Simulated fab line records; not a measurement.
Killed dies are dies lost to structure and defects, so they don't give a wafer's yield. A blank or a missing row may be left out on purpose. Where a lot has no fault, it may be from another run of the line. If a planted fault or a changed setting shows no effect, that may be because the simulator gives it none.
fab line records | flow n5-finfet
record lots=11 | wafers=31 | last-day=17
route steps=1938 shown BEOL_M6@1241 BEOL_M7@1263 PASSIVATION@1936
lots that met no fault: taken from a fault-free run of the same line
start-h: hours from the record's opening day to when the first of the lot's shown wafers began | wait-h: hours elapsed since this lot's preceding step | " repeats the value in the row above | L1.1+2: several wafers, shown together as one row | - no value, or no start was given | * or withheld: withheld | < > ~ a bound
route shown NAME@n: NAME is a module with steps in the file, n the number in the route of the first one | usual: mean/standard deviation of fault-free wafers | same: alike in all rows | chamber/n: place in a boat | sites: the reading at each site | _std_site: standard deviation across them | _edge_site: inner sites' mean taken away from outer sites' mean | radius-mm: how far each site lies from the wafer's centre | mask NAME#n: copy n | behind: the most recent tool/chamber to have shaped the wafer | hold: what put the lot on hold/how long, in hours/how the hold closed | device: the n, p or np transistor that did not switch | end of line: the same wafers' tests at the end of the route | a step given without rows: its recipe and nothing more | killed: dies lost to structure and defects at the first sort, not the wafer's yield | map: a wafer's dies, x killed, . not, _ none there
set.NAME: the setting as run; set.NAME@STEP: as run at that earlier step | model.NAME: the simulator's own value behind a step, which no gauge read
the route's steps for a sample of lots (tables are steps, rows are wafers)
services: a tool's chamber out of use, with start hour (start-h, from the record's first day; less than 0 if before it), hours out, and reason
## steps
# step N5_BEOL_M6_STRIP_80
# recipe chemistry=N2/H2 | time-s=10 | power-w=450 | temp-c=40 | pressure-mtorr=20 | rf-frequency-hz=6e+07 | bias-power-w=7 | n2-flow-sccm=200 | h2-flow-sccm=200
# usual drypump-motor-current-A=5.7/0.5 | oes-product-au=0.80/0.095 | rf-vpp-V=59.2/0.9 | showerhead-plenum-p-Torr=2.55/0.089 | throttle-valve-pct=23.63/0.19
lot.wafer | tool        | chamber | start-h | wait-h | drypump-motor-current-A | oes-product-au | rf-hours-counter-h | rf-vpp-V | showerhead-plenum-p-Torr | throttle-valve-pct
L763.1    | rie-diel-01 | 2       | -       | -      | 5.5                     | 0.71           | 184                | 59.6     | 2.52                     | 23.51
L763.2    | "           | 3       | "       | "      | 5.8                     | 0.90           | 39                 | 58.3     | 2.59                     | 23.47
L763.4    | "           | 1       | "       | "      | 4.9                     | 0.90           | 31                 | 58.9     | 2.48                     | 23.42
L765.1    | rie-diel-06 | 0       | -       | -      | 5.5                     | 0.74           | 149                | 58.4     | 2.65                     | 23.74
L765.2    | "           | 3       | "       | "      | 6.8                     | 0.73           | 181                | 59.3     | 2.63                     | 23.53
L765.3    | "           | 2       | "       | "      | 5.4                     | 0.92           | 15                 | 59.7     | 2.49                     | 23.38
L768.1    | rie-diel-06 | 0       | -       | -      | 5.5                     | 0.75           | 157                | 59.4     | 2.64                     | 23.75
L768.2    | "           | 3       | "       | "      | 6.8                     | 0.73           | 187                | 59.8     | 2.63                     | 23.53
L768.6    | "           | 1       | "       | "      | 5.3                     | 0.68           | -                  | 60.9     | 2.50                     | 23.68
L769.2    | rie-diel-06 | 2       | -       | -      | 5.3                     | 0.90           | 22                 | 58.7     | 2.49                     | 23.39
L769.5    | "           | 3       | "       | "      | 6.8                     | 0.73           | -                  | 59.6     | 2.63                     | 23.54
L769.6    | "           | 0       | "       | "      | 5.5                     | 0.74           | -                  | 59.8     | 2.64                     | 23.76
L770.1    | rie-diel-06 | 3       | -       | -      | 6.9                     | 0.73           | 192                | 58.5     | 2.63                     | 23.53
L770.3    | "           | 2       | "       | "      | 5.4                     | 0.90           | 26                 | 58.2     | 2.49                     | 23.39
L770.5    | "           | 3       | "       | "      | 6.8                     | 0.73           | -                  | 59.3     | 2.63                     | 23.54
L771.1    | rie-diel-01 | 0       | -       | -      | 5.4                     | 0.90           | 35                 | 58.7     | 2.60                     | 23.96
L771.3    | "           | 3       | "       | "      | 5.8                     | 0.86           | 57                 | 59.8     | 2.59                     | 23.50
L771.6    | "           | 3       | "       | "      | 5.8                     | 0.86           | -                  | 59.2     | 2.59                     | 23.50
L773.2    | rie-diel-04 | 2       | -       | -      | 6.5                     | 0.88           | 39                 | 61.1     | 2.70                     | 23.77
L773.5    | "           | 2       | "       | "      | 6.5                     | 0.88           | -                  | 60.0     | 2.70                     | 23.78
L773.6    | "           | 3       | "       | "      | 5.6                     | 0.71           | -                  | 57.4     | 2.40                     | 23.45
L772.3    | rie-diel-01 | 0       | -       | -      | 5.4                     | 0.89           | 37                 | 59.6     | 2.60                     | 23.96
L772.4    | "           | 3       | "       | "      | 5.8                     | 0.86           | 59                 | 57.9     | 2.58                     | 23.49
L772.5    | "           | 0       | "       | "      | 5.3                     | 0.90           | -                  | 59.4     | 2.60                     | 23.96
L778.5    | rie-diel-01 | 2       | -       | -      | 5.5                     | 0.69           | -                  | 58.9     | 2.51                     | 23.56
L778.6    | "           | 1       | "       | "      | 4.9                     | 0.84           | -                  | 58.6     | 2.47                     | 23.45
L777.3    | rie-diel-04 | 3       | -       | -      | 5.6                     | 0.71           | 236                | 60.7     | 2.39                     | 23.50
L777.5    | "           | 2       | "       | "      | 6.5                     | 0.85           | -                  | 60.9     | 2.70                     | 23.79
L783.2    | rie-diel-01 | 0       | -       | -      | 5.4                     | 0.86           | 58                 | 60.1     | 2.59                     | 23.98
L783.4    | "           | 3       | "       | "      | 5.8                     | 0.84           | 79                 | 59.7     | 2.58                     | 23.52
L783.6    | "           | 2       | "       | "      | 5.5                     | 0.69           | -                  | 58.7     | 2.51                     | 23.58
# step N5_BEOL_M6_CD_MEAS_35
# recipe target-cd-nm=40 | target-cd-y-nm=28 | polarity=opening
# usual cd-nm=40.0/0.5
lot.wafer | tool      | chamber | start-h | wait-h | cd-nm
L763.1    | cd-sem-02 | -       | 199.92  | 0.0    | 40.6
L763.2    | "         | -       | "       | "      | 40.2
L763.4    | "         | -       | "       | "      | 40.1
L765.1    | cd-sem-01 | -       | 206.64  | 0.0    | 40.4
L765.2    | "         | -       | "       | "      | 39.9
L765.3    | "         | -       | "       | "      | 39.3
L768.1    | cd-sem-01 | -       | 226.61  | 0.0    | 39.7
L768.2    | "         | -       | "       | "      | 40.4
L768.6    | "         | -       | "       | "      | 40.3
L769.2    | cd-sem-01 | -       | 232.29  | 0.0    | 39.9
L769.5    | "         | -       | "       | "      | 40.0
L769.6    | "         | -       | "       | "      | 40.2
L770.1    | cd-sem-03 | -       | 243.54  | 0.0    | 39.6
L770.3    | "         | -       | "       | "      | 39.9
L770.5    | "         | -       | "       | "      | 39.9
L771.1    | cd-sem-01 | -       | 248.05  | 0.0    | 39.7
L771.3    | "         | -       | "       | "      | 39.9
L771.6    | "         | -       | "       | "      | 39.2
L773.2    | cd-sem-03 | -       | 254.65  | 0.0    | 40.3
L773.5    | "         | -       | "       | "      | 39.9
L773.6    | "         | -       | "       | "      | 39.5
L772.3    | cd-sem-02 | -       | 254.88  | 0.0    | 40.0
L772.4    | "         | -       | "       | "      | 39.9
L772.5    | "         | -       | "       | "      | 39.5
L778.5    | cd-sem-01 | -       | 288.47  | 0.0    | 39.1
L778.6    | "         | -       | "       | "      | 39.6
L777.3    | cd-sem-02 | -       | 295.26  | 0.0    | 40.1
L777.5    | "         | -       | "       | "      | 39.6
L783.2    | cd-sem-01 | -       | 314.12  | 0.0    | 39.8
L783.4    | "         | -       | "       | "      | 39.5
L783.6    | "         | -       | "       | "      | 39.1
# step N5_BEOL_M7_ILD_DEP_00
# recipe material=SiCOH_lowk | target-thk-a=1797.5 | temp-c=300 | precursor=DEMS/porogen | pressure-torr=5 | rf-w=500 | time-s=33.4
# usual heater-power-w=320/61 | showerhead-plenum-p-Torr=5.747/0.012 | throttle-valve-pct=13.6/0.55
lot.wafer | tool     | chamber | start-h | wait-h | heater-power-w | showerhead-plenum-p-Torr | throttle-valve-pct
L763.1    | pecvd-01 | 2       | 202.63  | 0.0    | 337            | 5.749                    | 13.4
L763.2    | "        | 1       | "       | "      | 266            | 5.750                    | 14.2
L763.4    | "        | 1       | "       | "      | 271            | 5.750                    | 13.6
L765.1    | pecvd-03 | 1       | 208.86  | 0.0    | 423            | 5.741                    | 14.0
L765.2    | "        | 2       | "       | "      | 373            | 5.750                    | 14.1
L765.3    | "        | 0       | "       | "      | 347            | 5.731                    | 12.3
L768.1    | pecvd-03 | 0       | 230.32  | 0.0    | 358            | 5.749                    | 12.2
L768.2    | "        | 1       | "       | "      | 398            | 5.731                    | 14.2
L768.6    | "        | 2       | "       | "      | 358            | 5.741                    | 14.1
L769.2    | pecvd-01 | 1       | 234.38  | 0.0    | 278            | 5.732                    | 13.8
L769.5    | "        | 1       | "       | "      | 292            | 5.756                    | 14.0
L769.6    | "        | 0       | "       | "      | 257            | 5.752                    | 13.4
L770.1    | pecvd-04 | 2       | 248.09  | 0.0    | 241            | 5.738                    | 12.9
L770.3    | "        | 0       | "       | "      | 267            | 5.746                    | 13.3
L770.5    | "        | 0       | "       | "      | 269            | 5.752                    | 13.4
L771.1    | pecvd-04 | 2       | 250.41  | 0.0    | 212            | 5.747                    | 12.7
L771.3    | "        | 0       | "       | "      | 239            | 5.755                    | 13.2
L771.6    | "        | 1       | "       | "      | 440            | 5.756                    | 14.7
L773.2    | pecvd-01 | 0       | 257.35  | 0.0    | 280            | 5.746                    | 13.5
L773.5    | "        | 1       | "       | "      | 266            | 5.750                    | 13.9
L773.6    | "        | 2       | "       | "      | 359            | 5.761                    | 13.3
L772.3    | pecvd-01 | 1       | 257.73  | 0.0    | 303            | 5.750                    | 14.1
L772.4    | "        | 2       | "       | "      | 309            | 5.749                    | 13.3
L772.5    | "        | 1       | "       | "      | 308            | 5.743                    | 13.7
L778.5    | pecvd-01 | 2       | 292.21  | 0.1    | 330            | 5.753                    | 13.5
L778.6    | "        | 1       | "       | "      | 284            | 5.748                    | 13.8
L777.3    | pecvd-01 | 0       | 298.36  | 0.0    | 282            | 5.730                    | 13.4
L777.5    | "        | 0       | "       | "      | 290            | 5.745                    | 13.4
L783.2    | pecvd-01 | 2       | 316.52  | 0.0    | 328            | 5.761                    | 13.5
L783.4    | "        | 2       | "       | "      | 333            | 5.752                    | 13.5
L783.6    | "        | 0       | "       | "      | 284            | 5.745                    | 13.7
# step N5_BEOL_M7_THK_MEAS_01
# recipe reads=SiCOH_lowk_of_BEOL_M7_ILD_DEP_00
# usual M7_ILD_THK=155.1/1.8
lot.wafer | tool          | chamber | start-h | wait-h | M7_ILD_THK[nm]
L763.1    | film-metro-02 | -       | 203.20  | 0.4    | 153.3
L763.2    | "             | -       | "       | "      | 152.8
L763.4    | "             | -       | "       | "      | 155.9
L765.1    | film-metro-01 | -       | 209.43  | 0.4    | 154.0
L765.2    | "             | -       | "       | "      | 153.6
L765.3    | "             | -       | "       | "      | 152.8
L768.1    | film-metro-02 | -       | 230.90  | 0.4    | 156.2
L768.2    | "             | -       | "       | "      | 154.9
L768.6    | "             | -       | "       | "      | 157.1
L769.2    | film-metro-01 | -       | 234.98  | 0.4    | 152.1
L769.5    | "             | -       | "       | "      | 155.4
L769.6    | "             | -       | "       | "      | 155.9
L770.1    | film-metro-01 | -       | 249.36  | 0.8    | 153.5
L770.3    | "             | -       | "       | "      | 150.7
L770.5    | "             | -       | "       | "      | 155.6
L771.1    | film-metro-02 | -       | 251.00  | 0.4    | 154.9
L771.3    | "             | -       | "       | "      | 153.7
L771.6    | "             | -       | "       | "      | 156.0
L773.2    | film-metro-02 | -       | 257.96  | 0.4    | 151.6
L773.5    | "             | -       | "       | "      | 154.1
L773.6    | "             | -       | "       | "      | 154.7
L772.3    | film-metro-01 | -       | 258.31  | 0.3    | 153.4
L772.4    | "             | -       | "       | "      | 154.8
L772.5    | "             | -       | "       | "      | 156.2
L778.5    | film-metro-01 | -       | 293.00  | 0.1    | 122.9
L778.6    | "             | -       | "       | "      | 157.4
L777.3    | film-metro-01 | -       | 298.93  | 0.3    | 155.3
L777.5    | "             | -       | "       | "      | 122.4
L783.2    | film-metro-01 | -       | 317.58  | 0.7    | 155.9
L783.4    | "             | -       | "       | "      | 122.8
L783.6    | "             | -       | "       | "      | 157.9
# step N5_BEOL_M7_PECVD_70
# recipe material=SiO2 | target-thk-a=200 | temp-c=400 | precursor=TEOS/O2 | pressure-torr=5.5 | rf-w=450 | teos-flow-sccm=53.8 | gas=O2 | flow-sccm=3000 | time-s=22.7
# usual heater-power-w=722/120 | showerhead-plenum-p-Torr=8.82/0.033 | throttle-valve-pct=21.9/0.92
lot.wafer | tool     | chamber | start-h | wait-h | heater-power-w | showerhead-plenum-p-Torr | throttle-valve-pct
L763.1    | pecvd-04 | 1       | 203.24  | 0.0    | 879            | 8.83                     | 23.3
L763.2    | "        | 2       | "       | "      | 517            | 8.79                     | 20.7
L763.4    | "        | 1       | "       | "      | 894            | 8.83                     | 23.1
L765.1    | pecvd-04 | 1       | 209.47  | 0.0    | 845            | 8.82                     | 23.1
L765.2    | "        | 2       | "       | "      | 543            | 8.78                     | 20.8
L765.3    | "        | 1       | "       | "      | 861            | 8.81                     | 23.1
L768.1    | pecvd-04 | 0       | 230.93  | 0.0    | 648            | 8.86                     | 21.4
L768.2    | "        | 2       | "       | "      | 596            | 8.80                     | 21.0
L768.6    | "        | 0       | "       | "      | 652            | 8.87                     | 21.3
L769.2    | pecvd-01 | 0       | 235.01  | 0.0    | 661            | 8.81                     | 21.9
L769.5    | "        | 0       | "       | "      | 662            | 8.84                     | 21.8
L769.6    | "        | 1       | "       | "      | 668            | 8.86                     | 22.3
L770.1    | pecvd-01 | 2       | 249.40  | 0.0    | 763            | 8.83                     | 21.9
L770.3    | "        | 1       | "       | "      | 698            | 8.84                     | 22.5
L770.5    | "        | 0       | "       | "      | 629            | 8.84                     | 21.8
L771.1    | pecvd-03 | 2       | 251.03  | 0.0    | 759            | 8.81                     | 22.9
L771.3    | "        | 0       | "       | "      | 812            | 8.76                     | 19.9
L771.6    | "        | 0       | "       | "      | 812            | 8.80                     | 20.0
L773.2    | pecvd-04 | 2       | 258.00  | 0.0    | 603            | 8.75                     | 21.1
L773.5    | "        | 0       | "       | "      | 637            | 8.84                     | 21.6
L773.6    | "        | 1       | "       | "      | 923            | 8.81                     | 23.2
L772.3    | pecvd-01 | 2       | 258.35  | 0.0    | 806            | 8.84                     | 21.5
L772.4    | "        | 1       | "       | "      | 716            | 8.85                     | 22.0
L772.5    | "        | 2       | "       | "      | 776            | 8.83                     | 21.5
L778.5    | pecvd-04 | 0       | 293.05  | 0.1    | 725            | 8.88                     | 21.3
L778.6    | "        | 1       | "       | "      | 937            | 8.84                     | 23.1
L777.3    | pecvd-01 | 0       | 298.97  | 0.0    | 697            | 8.82                     | 21.8
L777.5    | "        | 2       | "       | "      | 704            | 8.88                     | 21.7
L783.2    | pecvd-04 | 1       | 317.62  | 0.0    | 959            | 8.80                     | 23.4
L783.4    | "        | 1       | "       | "      | 975            | 8.81                     | 23.4
L783.6    | "        | 2       | "       | "      | 566            | 8.79                     | 21.2
# step N5_PASSIVATION_PROBE_49
# usual defect-limited-yield=91.5/1.4 | killed_at_M0_to_M3=33/10 | killed_at_M4_up=13/5 | killed-at-contacts=13/5.6 | killed-at-front-end=38/12 | killed-at-other=3.9/2.7 | killed-dies=100/16 | killed-open=66/13 | killed-short=32/7.2 | sort_bin_5_function=5.0/0.97 | sort_bin_6_memory=3.2/0.61 | sort-n-pass=1080/16 | sort-yield-pct=91.5/1.4
# same gross-dies=1180 | killed-at-back-side=0 | sort_bin_4_leakage[%]=0 | sort_bin_8_speed[%]=0
lot.wafer | tool      | chamber | start-h | wait-h | defect-limited-yield[%] | killed_at_M0_to_M3 | killed_at_M4_up | killed-at-contacts | killed-at-front-end | killed-at-other | killed-dies | killed-open | killed-short | sort_bin_5_function[%] | sort_bin_6_memory[%] | sort-n-pass | sort-yield-pct[%]
L765.1    | prober-01 | -       | 290.84  | 0.0    | 91.7                    | 43                 | 11              | 3                  | 38                  | 3               | 98          | 66          | 31           | 5.4                    | 2.5                  | 1082        | 91.7
L765.2    | prober-01 | -       | 290.89  | 0.1    | 93.0                    | 29                 | 8               | 7                  | 35                  | 4               | 83          | 57          | 25           | 4.1                    | 2.7                  | 1097        | 93.0
L765.3    | prober-01 | -       | 290.94  | 0.1    | 91.0                    | 59                 | 7               | 10                 | 29                  | 1               | 106         | 74          | 31           | 5.1                    | 3.5                  | 1074        | 91.0
L770.1    | prober-01 | -       | 329.83  | 0.0    | 89.2                    | 32                 | 17              | 15                 | 61                  | 2               | 127         | 94          | 33           | 6.3                    | 4.2                  | 1053        | 89.2
L770.3    | prober-01 | -       | 329.93  | 0.1    | 89.4                    | 40                 | 17              | 14                 | 52                  | 2               | 125         | 96          | 28           | 7.0                    | 3.4                  | 1055        | 89.4
L770.5    | prober-01 | -       | 330.03  | 0.2    | 91.4                    | 16                 | 25              | 16                 | 44                  | 1               | 102         | 77          | 25           | 4.6                    | 3.9                  | 1078        | 91.4
L772.3    | prober-02 | -       | 336.39  | 0.1    | 91.6                    | 46                 | 8               | 1                  | 42                  | 2               | 99          | 50          | 48           | 5.4                    | 2.7                  | 1081        | 91.6
L772.4    | prober-02 | -       | 336.44  | 0.2    | 89.6                    | 45                 | 7               | 20                 | 43                  | 8               | 123         | 80          | 40           | 5.4                    | 4.8                  | 1057        | 89.6
L772.5    | prober-02 | -       | 336.49  | 0.2    | 91.4                    | 39                 | 16              | 9                  | 28                  | 10              | 102         | 75          | 25           | 5.3                    | 3.1                  | 1078        | 91.4
L773.2    | prober-01 | -       | 337.06  | 0.1    | 89.0                    | 31                 | 14              | 28                 | 55                  | 2               | 130         | 87          | 41           | 6.6                    | 4.2                  | 1050        | 89.0
L773.5    | prober-01 | -       | 337.21  | 0.2    | 90.3                    | 43                 | 14              | 20                 | 32                  | 5               | 114         | 74          | 39           | 5.2                    | 3.8                  | 1066        | 90.3
L773.6    | prober-01 | -       | 337.26  | 0.3    | 91.7                    | 43                 | 4               | 15                 | 34                  | 2               | 98          | 68          | 30           | 4.2                    | 3.8                  | 1082        | 91.7
L777.3    | prober-02 | -       | 378.03  | 0.1    | 91.5                    | 13                 | 7               | 7                  | 71                  | 2               | 100         | 61          | 36           | 4.9                    | 3.1                  | 1080        | 91.5
L777.5    | prober-02 | -       | 378.13  | 0.2    | 89.9                    | 29                 | 12              | 13                 | 59                  | 6               | 119         | 83          | 34           | 6.4                    | 3.1                  | 1061        | 89.9
L778.5    | prober-01 | -       | 379.50  | 0.2    | 93.1                    | 45                 | 6               | 9                  | 15                  | 6               | 81          | 51          | 29           | 4.1                    | 2.5                  | 1099        | 93.1
L778.6    | prober-01 | -       | 379.55  | 0.3    | 90.5                    | 44                 | 11              | 17                 | 32                  | 8               | 112         | 66          | 41           | 5.3                    | 3.9                  | 1068        | 90.5
# killed by level:class
L765.1 BEOL_M0_SAQP:geometric-particle:short=9 GATE_CUT:geometric-particle:short=8 STI_FIN_REVEAL:geometric-particle:open=7 BEOL_M0_SAQP:geometric-particle:open=7 BEOL_M0:geometric-particle:open=6 DUMMY_GATE:geometric-particle:open=6 BEOL_M1:geometric-particle:open=6 FIN_SAQP:geometric-particle:open=5
L765.2 STI_FIN_REVEAL:geometric-particle:open=11 BEOL_M1:geometric-particle:open=10 DUMMY_GATE:geometric-particle:open=9 BEOL_M0_SAQP:geometric-particle:open=6 MOL_CONTACT_COAG:geometric-particle:open=5 BEOL_M3:geometric-particle:open=5 GATE_CUT:geometric-particle:short=4 BEOL_M0_SAQP:geometric-particle:short=3
L765.3 BEOL_M3:geometric-particle:open=14 BEOL_M1:geometric-particle:open=10 MOL_CONTACT_COAG:geometric-particle:open=10 BEOL_M0_SAQP:geometric-particle:short=9 BEOL_M0_SAQP:geometric-particle:open=8 FIN_SAQP:geometric-particle:open=6 STI_FIN_REVEAL:geometric-particle:open=5 BEOL_M0:geometric-particle:open=5
L770.1 STI_FIN_REVEAL:geometric-particle:open=35 MOL_CONTACT_COAG:geometric-particle:open=14 BEOL_M0_SAQP:geometric-particle:open=12 STI_FIN_REVEAL:geometric-particle:short=9 BEOL_M3:geometric-particle:open=5 FIN_SAQP:geometric-particle:short=4 GATE_CUT:geometric-particle:short=4 FIN_SAQP:geometric-particle:open=3
L770.3 STI_FIN_REVEAL:geometric-particle:open=19 MOL_CONTACT_COAG:geometric-particle:open=13 BEOL_M0_SAQP:geometric-particle:open=10 BEOL_M1:geometric-particle:open=8 BEOL_M3:geometric-particle:open=8 BEOL_M5:geometric-particle:open=8 BEOL_M0_SAQP:geometric-particle:short=7 GATE_CUT:geometric-particle:short=6
L770.5 STI_FIN_REVEAL:geometric-particle:open=14 MOL_CONTACT_COAG:geometric-particle:open=14 BEOL_M5:geometric-particle:open=8 GATE_CUT:geometric-particle:open=7 BEOL_M6:geometric-particle:open=6 FIN_SAQP:geometric-particle:open=4 GATE_CUT:geometric-particle:short=4 BEOL_M3:geometric-particle:open=4
L772.3 BEOL_M0_SAQP:geometric-particle:short=14 GATE_CUT:geometric-particle:short=12 BEOL_M0_SAQP:geometric-particle:open=10 FIN_SAQP:geometric-particle:open=5 FIN_SAQP:geometric-particle:short=5 SPACER0:geometric-particle:short=5 BEOL_M2:geometric-particle:open=5 BEOL_M3:geometric-particle:open=5
L772.4 MOL_CONTACT_COAG:geometric-particle:open=16 BEOL_M2:geometric-particle:open=15 BEOL_M1:geometric-particle:open=12 SPACER0:geometric-particle:short=7 FIN_SAQP:geometric-particle:short=6 BEOL_M0_SAQP:geometric-particle:open=6 FIN_SAQP:geometric-particle:open=5 SPACER0:geometric-particle:open=5
L772.5 BEOL_M0_SAQP:geometric-particle:open=16 MOL_CONTACT_COAG:geometric-particle:open=8 BEOL_M0_SAQP:geometric-particle:short=8 FIN_SAQP:geometric-particle:open=6 BEOL_M2:geometric-particle:open=6 BEOL_M5:geometric-particle:open=5 STI_FIN_REVEAL:geometric-particle:open=4 SPACER0:geometric-particle:open=4
L773.2 STI_FIN_REVEAL:geometric-particle:open=25 MOL_CONTACT_COAG:geometric-particle:open=20 FIN_SAQP:geometric-particle:open=9 BEOL_M0_SAQP:geometric-particle:open=9 BEOL_M0_SAQP:geometric-particle:short=9 FIN_SAQP:geometric-particle:short=8 MOL_CONTACT_COAG:geometric-particle:short=8 BEOL_M1:geometric-particle:open=7
L773.5 MOL_CONTACT_COAG:geometric-particle:open=15 BEOL_M0_SAQP:geometric-particle:short=13 BEOL_M0_SAQP:geometric-particle:open=13 FIN_SAQP:geometric-particle:open=9 BEOL_M4:geometric-particle:open=7 FIN_SAQP:geometric-particle:short=6 STI_FIN_REVEAL:geometric-particle:open=6 BEOL_M1:geometric-particle:open=5
L773.6 FIN_SAQP:geometric-particle:open=15 MOL_CONTACT_COAG:geometric-particle:open=14 BEOL_M2:geometric-particle:open=12 BEOL_M1:geometric-particle:open=7 BEOL_M3:geometric-particle:open=7 BEOL_M0_SAQP:geometric-particle:short=6 FIN_SAQP:geometric-particle:short=5 BEOL_M0_SAQP:geometric-particle:open=5
L777.3 FIN_SAQP:geometric-particle:open=22 FIN_SAQP:geometric-particle:short=8 DUMMY_GATE:geometric-particle:open=7 GATE_CUT:geometric-particle:short=5 BEOL_M0_SAQP:geometric-particle:short=5 STI_FIN_REVEAL:geometric-particle:open=4 MOL_CONTACT_COAG:geometric-particle:open=4 BEOL_M2:geometric-particle:open=4
L777.5 FIN_SAQP:geometric-particle:open=15 MOL_CONTACT_COAG:geometric-particle:open=11 BEOL_M0_SAQP:geometric-particle:open=8 BEOL_M0_SAQP:geometric-particle:short=7 FIN_SAQP:geometric-particle:short=6 DUMMY_GATE:geometric-particle:open=6 BEOL_M4:geometric-particle:open=6 GATE_CUT:geometric-particle:short=5
L778.5 BEOL_M1:geometric-particle:open=17 BEOL_M0_SAQP:geometric-particle:short=9 MOL_CONTACT_COAG:geometric-particle:open=6 BEOL_M0_SAQP:geometric-particle:open=5 DUMMY_GATE:geometric-particle:open=4 BEOL_M1:geometric-particle:short=4 MOL_CONTACT_COAG:geometric-particle:short=3 STARTING-WAFER:geometric-particle:short=3
L778.6 BEOL_M1:geometric-particle:open=17 MOL_CONTACT_COAG:geometric-particle:open=15 BEOL_M0_SAQP:geometric-particle:short=12 GATE_CUT:geometric-particle:short=6 DUMMY_GATE:geometric-particle:open=5 BEOL_M2:geometric-particle:open=5 STARTING-WAFER:geometric-particle:short=4 STI_FIN_REVEAL:geometric-particle:open=3
## services
tool        | chamber | start-h | hours | kind
pecvd-04    | 2       | 196.29  | 4.3   | repair
pecvd-04    | 2       | 200.63  | 2.1   | scheduled-down
pecvd-04    | 0       | 202.76  | 5.5   | scheduled-down
rie-diel-04 | 0       | 204.28  | -     | clean
rie-diel-04 | 0       | 204.28  | -     | consumable-replace:focus-ring
rie-diel-04 | 0       | 204.28  | 17.3  | scheduled-down
rie-diel-04 | 0       | 204.28  | 17.3  | vent-cycle
pecvd-04    | 0       | 208.30  | 5.5   | scheduled-down
rie-diel-04 | 1       | 217.32  | 5.2   | repair
pecvd-04    | 0       | 218.92  | 5.0   | scheduled-down
pecvd-01    | 2       | 232.62  | 4.2   | repair
rie-diel-06 | 1       | 242.35  | 55.8  | repair
pecvd-04    | 1       | 264.91  | 2.1   | scheduled-down
rie-diel-04 | 0       | 265.68  | 8.2   | repair
rie-diel-06 | 2       | 272.24  | 7.4   | repair
rie-diel-04 | 1       | 282.28  | -     | clean
rie-diel-04 | 1       | 282.28  | -     | consumable-replace:focus-ring
pecvd-03    | -       | 286.97  | 14.6  | pm
pecvd-04    | 0       | 295.89  | 2.1   | scheduled-down
rie-diel-06 | 1       | 298.26  | -     | clean
rie-diel-06 | 1       | 298.26  | -     | consumable-replace:focus-ring
rie-diel-06 | 1       | 298.26  | 15.7  | scheduled-down
rie-diel-06 | 1       | 298.26  | 15.7  | vent-cycle
rie-diel-04 | 2       | 302.97  | 9.8   | repair
## key
first-sign step=N5_BEOL_M7_THK_MEAS_01 | reading=M7_ILD_THK | direction=down | sigmas=18 | usual=155.1 | struck=122.7
effect none on later readings
met-at N5_BEOL_M7_ILD_DEP_00
struck-lots L777,L778,L783
struck-wafers L777.5,L778.5,L783.4
not-acting-at N5_BEOL_M6_STRIP_80,N5_BEOL_M6_CD_MEAS_35,N5_BEOL_M7_PECVD_70
onset-between 257.73 292.21
fault kind=process-parameter-drift | tool=pecvd-01 | chamber=- | onset-h=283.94 | steps=N5_BEOL_M7_ILD_DEP_00 | channel=time-s | offset=* | shape=step | end-h=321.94 | scope=struck-wafers-only | acts-in=* | stated=*
